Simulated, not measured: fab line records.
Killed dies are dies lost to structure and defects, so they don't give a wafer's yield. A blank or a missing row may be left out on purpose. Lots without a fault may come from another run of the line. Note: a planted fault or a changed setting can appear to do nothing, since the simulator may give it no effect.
fab line records -- flow n5Finfet -- part 2 of 2: steps 27 to 35 of 35
record: lots: 5, wafers: 15, lastDay: 16
route steps=1938 shown BEOL_M0@733 BEOL_M1@751
lots that met no fault: taken from a fault-free run of the same line
startH: start of the lot's first displayed wafer, in hours after the record's first day -- waitH: hours elapsed since this lot's preceding step -- " as in the row above -- L1.1+2: a row that stands for several wafers -- - no value present, or no start provided -- * or withheld: withheld -- < > ~ a bound
route shown NAME@n: names a module that has steps shown in the file, with the first one's number in the route -- usual: the fault-free wafers' mean and standard deviation -- same: alike in all rows -- chamber/n: place in a boat -- sites: readings site by site -- _std_site: standard deviation across them -- _edge_site: inner sites' mean taken away from outer sites' mean -- radiusMm: for every site, how far away it sits from the centre of the wafer -- mask NAME#n: copy n -- behind: the last tool/chamber to shape the wafer -- hold: cause of the lot's hold/its duration in hours/its outcome -- device: the n, p or np transistor that did not switch -- end of line: the tests these same wafers got at the end of their route -- a step with no rows: only its recipe -- killed: the dies lost at the first sort to structure and to defects; this is not the yield of the wafer -- map: the dies of a wafer, with x for killed, . for not killed, _ for no die there
set.NAME: the setting that was run; set.NAME@STEP: the one run at that earlier step -- model.NAME: the simulator's own value behind a step, which no gauge read
lots at selected steps of the route; one table per step, one row per wafer
services: a tool's chamber out of use, with start hour (startH, from the record's first day; less than 0 if before it), hours out, and reason
== steps ==
step: N5_BEOL_M1_SOFTBAKE_06
recipe: tempC: 110, timeS: 60, resist: CAR-EUV
lot.wafer,tool,chamber,startH,waitH
L084.3+4+6,lithoTrack-02,0,-,-
L087.1+3+5,lithoTrack-05,0,-,-
L088.2+3+4,lithoTrack-02,0,-,-
L090.3+4+5,lithoTrack-01,0,-,-
L092.3+5+6,lithoTrack-02,0,-,-
step: N5_BEOL_M1_EXPOSE_08
recipe: maskId: M1, na: 0.33, sourceShape: dipole, sigmaInner: 0.369, sigmaOuter: 0.767, polarization: unpolarized, doseMj: 33
lot.wafer,tool,chamber,startH,waitH,mask
L084.3+4+6,euvScanner-01,0,184.02,-,M1#0
L087.1+3+5,euvScanner-02,0,199.39,-,M1#0
L088.2+3+4,euvScanner-01,0,205.20,-,M1#0
L090.3+4+5,euvScanner-02,0,224.98,-,M1#0
L092.3+5+6,euvScanner-02,0,228.90,-,M1#0
step: N5_BEOL_M1_PEB_09
recipe: pebTempC: 100, pebTimeS: 60, resist: CAR-EUV
lot.wafer,tool,chamber,startH,waitH
L084.3+4+6,lithoTrack-02,0,184.07,0.0
L087.1+3+5,lithoTrack-02,0,199.45,0.1
L088.2+3+4,lithoTrack-02,0,205.26,0.0
L090.3+4+5,lithoTrack-05,0,225.03,0.0
L092.3+5+6,lithoTrack-02,0,228.95,0.0
step: N5_BEOL_M1_DEVELOP_10
recipe: developTimeS: 30, developer: TMAH, resist: CAR-EUV, rinseLiquid: surfactantRinse, dry: airSpin, devTempC: 23
usual: developerTempC: 23.01/0.099
lot.wafer,tool,chamber,startH,waitH,developerTempC
L084.3,lithoTrack-02,0,-,-,23.02
L084.4,lithoTrack-02,0,-,-,23.12
L084.6,lithoTrack-02,0,-,-,23.05
L087.1,lithoTrack-02,0,-,-,23.07
L087.3,lithoTrack-02,0,-,-,23.00
L087.5,lithoTrack-02,0,-,-,23.10
L088.2,lithoTrack-02,0,-,-,23.04
L088.3,lithoTrack-02,0,-,-,23.04
L088.4,lithoTrack-02,0,-,-,22.90
L090.3,lithoTrack-05,0,-,-,22.99
L090.4,lithoTrack-05,0,-,-,23.05
L090.5,lithoTrack-05,0,-,-,23.02
L092.3,lithoTrack-02,0,-,-,22.83
L092.5,lithoTrack-02,0,-,-,22.97
L092.6,lithoTrack-02,0,-,-,22.79
step: N5_BEOL_M1_CD_MEAS_11
recipe: targetCdNm: 17.05, landingEnergyEv: 500, detector: seInlens, polarity: opening
usual: cdNm: 17.03/0.25
lot.wafer,tool,chamber,startH,waitH,cdNm
L084.3,cdSem-01,0,184.14,-,17.04
L084.4,cdSem-01,0,184.14,-,16.72
L084.6,cdSem-01,0,184.14,-,17.14
L087.1,cdSem-03,0,199.51,-,17.13
L087.3,cdSem-03,0,199.51,-,16.69
L087.5,cdSem-03,0,199.51,-,17.07
L088.2,cdSem-03,0,205.33,-,17.25
L088.3,cdSem-03,0,205.33,-,16.82
L088.4,cdSem-03,0,205.33,-,17.06
L090.3,cdSem-03,0,225.10,-,17.05
L090.4,cdSem-03,0,225.10,-,16.69
L090.5,cdSem-03,0,225.10,-,17.12
L092.3,cdSem-03,0,229.02,-,17.27
L092.5,cdSem-03,0,229.02,-,16.88
L092.6,cdSem-03,0,229.02,-,17.25
step: N5_BEOL_M1_OVL_MEAS_12
recipe: pointsPerWafer: 522
usual: M1_OVL: 0.0/0.66
lot.wafer,tool,chamber,startH,waitH,M1_OVL[nm]
L084.3,overlay-02,0,184.18,0.0,-0.5
L084.4,overlay-02,0,184.18,0.0,-1.3
L084.6,overlay-02,0,184.18,0.0,0.1
L087.1,overlay-01,0,199.54,0.0,0.7
L087.3,overlay-01,0,199.54,0.0,-0.1
L087.5,overlay-01,0,199.54,0.0,-0.1
L088.2,overlay-02,0,205.36,0.0,1.1
L088.3,overlay-02,0,205.36,0.0,1.3
L088.4,overlay-02,0,205.36,0.0,0.9
L090.3,overlay-01,0,225.14,0.0,-1.2
L090.4,overlay-01,0,225.14,0.0,0.2
L090.5,overlay-01,0,225.14,0.0,-0.1
L092.3,overlay-01,0,229.06,0.0,0.9
L092.5,overlay-01,0,229.06,0.0,0.0
L092.6,overlay-01,0,229.06,0.0,1.2
step: N5_BEOL_M1_INSPECT_13
recipe: mode: adi, inspectInstrument: brightfield
usual: rawDefectCount: 398/110
lot.wafer,tool,chamber,startH,waitH,rawDefectCount
L084.3,defectInspect-01,-,184.23,0.0,371
L084.4,defectInspect-01,-,184.23,0.0,315
L084.6,defectInspect-01,-,184.23,0.0,364
L087.1,defectInspect-01,-,199.60,0.1,416
L087.3,defectInspect-01,-,199.60,0.1,538
L087.5,defectInspect-01,-,199.60,0.1,557
L088.2,defectInspect-02,-,205.41,0.0,425
L088.3,defectInspect-02,-,205.41,0.0,404
L088.4,defectInspect-02,-,205.41,0.0,404
L090.3,defectInspect-01,-,225.19,0.0,373
L090.4,defectInspect-01,-,225.19,0.0,417
L090.5,defectInspect-01,-,225.19,0.0,312
L092.3,defectInspect-02,-,229.11,0.0,349
L092.5,defectInspect-02,-,229.11,0.0,462
L092.6,defectInspect-02,-,229.11,0.0,396
step: N5_BEOL_M1_DESCUM_16
recipe: chemistry: O2, timeS: 7, sourcePowerW: 50, biasPowerW: 20, pressureMtorr: 20, rfFrequencyHz: 2.712e+07, tempC: 40, resist: CAR-EUV, o2FlowSccm: 225
usual: drypumpMotorCurrentA: 5.8/0.5, o2FlowSccm: 225.1/0.64, oesProductAu: 0.80/0.073, rfVppV: 243.5/1.4, showerheadPlenumPTorr: 2.12/0.068, throttleValvePct: 20.4/0.33
lot.wafer,tool,chamber,startH,waitH,drypumpMotorCurrentA,o2FlowSccm,oesProductAu,rfHoursCounterH,rfVppV,showerheadPlenumPTorr,throttleValvePct
L084.3,rieDiel-02,2,184.69,0.5,6.6,225.7,0.91,24,243.0,2.12,19.8
L084.4,rieDiel-02,1,184.69,0.5,5.4,225.6,0.84,64,244.8,2.10,19.9
L084.6,rieDiel-02,1,184.69,0.5,5.4,224.7,0.84,-,243.1,2.10,19.9
L087.1,rieDiel-03,3,199.64,0.0,5.6,223.7,0.87,41,245.6,2.23,20.2
L087.3,rieDiel-03,1,199.64,0.0,6.0,225.4,0.75,176,240.8,2.00,20.6
L087.5,rieDiel-03,3,199.64,0.0,5.6,224.0,0.87,-,244.4,2.23,20.2
L088.2,rieDiel-02,1,205.45,0.0,5.4,224.1,0.84,71,242.8,2.10,19.9
L088.3,rieDiel-02,0,205.45,0.0,5.1,224.7,0.69,208,244.5,2.06,20.8
L088.4,rieDiel-02,2,205.45,0.0,6.6,224.4,0.90,31,243.3,2.12,19.8
L090.3,rieDiel-02,0,225.22,0.0,5.1,224.3,0.69,214,244.3,2.06,20.8
L090.4,rieDiel-02,3,225.22,0.0,6.6,225.9,0.89,42,246.1,2.22,20.3
L090.5,rieDiel-02,3,225.22,0.0,6.6,225.8,0.90,-,245.0,2.21,20.3
L092.3,rieDiel-04,0,229.14,0.0,5.6,224.0,0.71,198,241.8,2.07,20.8
L092.5,rieDiel-04,1,229.14,0.0,6.3,225.3,0.73,-,245.7,2.16,20.1
L092.6,rieDiel-04,0,229.14,0.0,5.6,225.1,0.71,-,243.1,2.07,20.8
step: N5_BEOL_M1_ETCH_74
recipe: chemistry: N2/H2, target: underlayer, targetDepthA: 65, maskMaterial: CAR-EUV, timeS: 5.2, ionEnergyEv: 200, pressureMtorr: 30, sourceW: 840, biasW: 150, n2FlowSccm: 200, h2FlowSccm: 200, ends: cleared
usual: drypumpMotorCurrentA: 5.8/0.5, etchRfOnTimeS: 5.23/0.11, n2FlowSccm: 200.0/0.64, oesProductAu: 0.68/0.065, rfVppV: 524.7/2.4, showerheadPlenumPTorr: 2.57/0.086, throttleValvePct: 17.79/0.23
lot.wafer,tool,chamber,startH,waitH,drypumpMotorCurrentA,etchRfOnTimeS,n2FlowSccm,oesProductAu,rfHoursCounterH,rfVppV,showerheadPlenumPTorr,throttleValvePct
L084.3,rieDiel-02,2,184.73,0.0,6.6,5.15,200.1,0.77,24,524.0,2.61,17.54
L084.4,rieDiel-02,1,184.73,0.0,5.4,5.03,201.3,0.73,64,526.8,2.58,17.49
L084.6,rieDiel-02,1,184.73,0.0,5.4,5.05,201.5,0.72,-,521.6,2.58,17.49
L087.1,rieDiel-03,3,199.67,0.0,5.7,5.21,200.3,0.75,41,527.6,2.70,17.60
L087.3,rieDiel-03,1,199.67,0.0,6.0,5.31,200.3,0.62,176,523.8,2.42,17.95
L087.5,rieDiel-03,3,199.67,0.0,5.7,5.23,200.3,0.74,-,527.1,2.70,17.58
L088.2,rieDiel-02,1,205.48,0.0,5.4,5.04,200.0,0.72,71,523.0,2.58,17.51
L088.3,rieDiel-02,0,205.48,0.0,5.1,5.19,199.7,0.58,208,521.9,2.51,18.20
L088.4,rieDiel-02,2,205.48,0.0,6.6,5.16,200.1,0.75,31,524.5,2.61,17.56
L090.3,rieDiel-02,0,225.25,0.0,5.1,5.20,200.1,0.60,214,520.8,2.51,18.23
L090.4,rieDiel-02,3,225.25,0.0,6.6,5.05,199.6,0.77,42,529.3,2.71,17.76
L090.5,rieDiel-02,3,225.25,0.0,6.6,5.03,200.6,0.77,-,527.6,2.71,17.74
L092.3,rieDiel-04,0,229.17,0.0,5.6,5.35,200.5,0.60,198,522.9,2.50,18.07
L092.5,rieDiel-04,1,229.17,0.0,6.3,5.37,200.2,0.61,-,524.3,2.63,17.60
L092.6,rieDiel-04,0,229.17,0.0,5.6,5.39,200.2,0.61,-,522.9,2.50,18.10
== services ==
tool,chamber,startH,hours,kind
cmp-04,-,158.07,4.0,pm
cmp-02,-,158.13,5.8,repair
ecdCu-01,-,158.24,8.5,pm
pecvd-02,0,162.79,21.3,repair
cmp-04,-,163.54,6.9,pm
rieDiel-03,-,163.99,0.5,repair
pecvd-02,-,174.89,0.7,repair
rieDiel-03,2,175.88,5.3,repair
cvdCo-02,-,179.76,2.8,pm
ecdCu-02,-,180.10,0.5,repair
cmp-04,-,182.52,2.2,repair
pecvd-02,-,185.19,4.3,pm
rieDiel-02,3,190.09,4.6,repair
cmp-04,-,190.31,1.1,repair
cmp-03,-,196.14,5.3,pm
euvScanner-02,-,204.27,1.0,pm
euvScanner-01,-,212.17,0.6,repair
pecvd-03,-,212.33,5.2,repair
cmp-04,-,212.95,18.4,pm
cvdCo-02,-,215.16,6.9,pm
cvdCo-01,0,215.84,2.9,repair
euvScanner-02,-,223.09,0.4,repair
cmp-03,-,224.34,1.3,repair
cvdCo-02,-,228.18,3.4,repair
